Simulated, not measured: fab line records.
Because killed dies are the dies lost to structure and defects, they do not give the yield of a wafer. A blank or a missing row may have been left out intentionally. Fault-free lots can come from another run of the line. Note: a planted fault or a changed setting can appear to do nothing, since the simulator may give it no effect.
Chamber matching | flow nand harc | rie diel-01 running NHARC_A_STAIRCASE_TRIM_196: 4 sister chambers
The step chemistry O2, time 211.2 s. 8 wafers are shown with their chamber, then 9 later ones without.

## WAFERS, EACH WITH ITS CHAMBER
wafer  | chamber | showerhead plenum p Torr (Torr) | drypump motor current A (A)
L074.3 | 0       | 3.68                            | 5.2
L083.3 | 3       | 3.65                            | 5.6
L083.6 | 0       | 3.66                            | 5.2
L084.4 | 2       | 3.29                            | 6.3
L084.6 | 1       | 3.63                            | 5.7
L087.2 | 2       | 3.29                            | 6.3
L087.3 | 3       | 3.65                            | 5.6
L087.5 | 1       | 3.62                            | 5.8

## WAFERS WHOSE CHAMBER IS MISSING
wafer  | showerhead plenum p Torr (Torr) | drypump motor current A (A)
L086.1 | 3.65                            | 5.6
L086.3 | 3.29                            | 6.3
L086.6 | 3.62                            | 5.8
L092.1 | 3.64                            | 5.6
L092.3 | 3.62                            | 5.7
L092.4 | 3.29                            | 6.3
L097.2 | 3.65                            | 5.2
L097.4 | 3.61                            | 5.7
L097.5 | 3.61                            | 5.8

## THE CHAMBER EACH PASSED THROUGH
wafer  | from the rows above | in truth
L086.1 | 3                   | 3
L086.3 | 2                   | 2
L086.6 | 1                   | 1
L092.1 | 3                   | 3
L092.3 | 1                   | 1
L092.4 | 2                   | 2
L097.2 | 0                   | 0
L097.4 | 1                   | 1
L097.5 | 1                   | 1
Correct placement for 9 of the 9. Not placeable from these rows: 0. Number placed wrongly: 0.
How it was worked out, from the rows above alone: a wafer's distance from a chamber is the root of the sum, over the readings, of the square of ((its reading less the chamber's mean) divided by the reading's scatter). The wafer belongs to the nearest chamber; if the next one is less than 2 further off, it can't be placed. For every chamber, the mean is computed from those of its wafers that are shown. The scatter: the root of (the sum of the squares of (reading less its chamber's mean) over the shown wafers, divided by (wafers less chambers)).
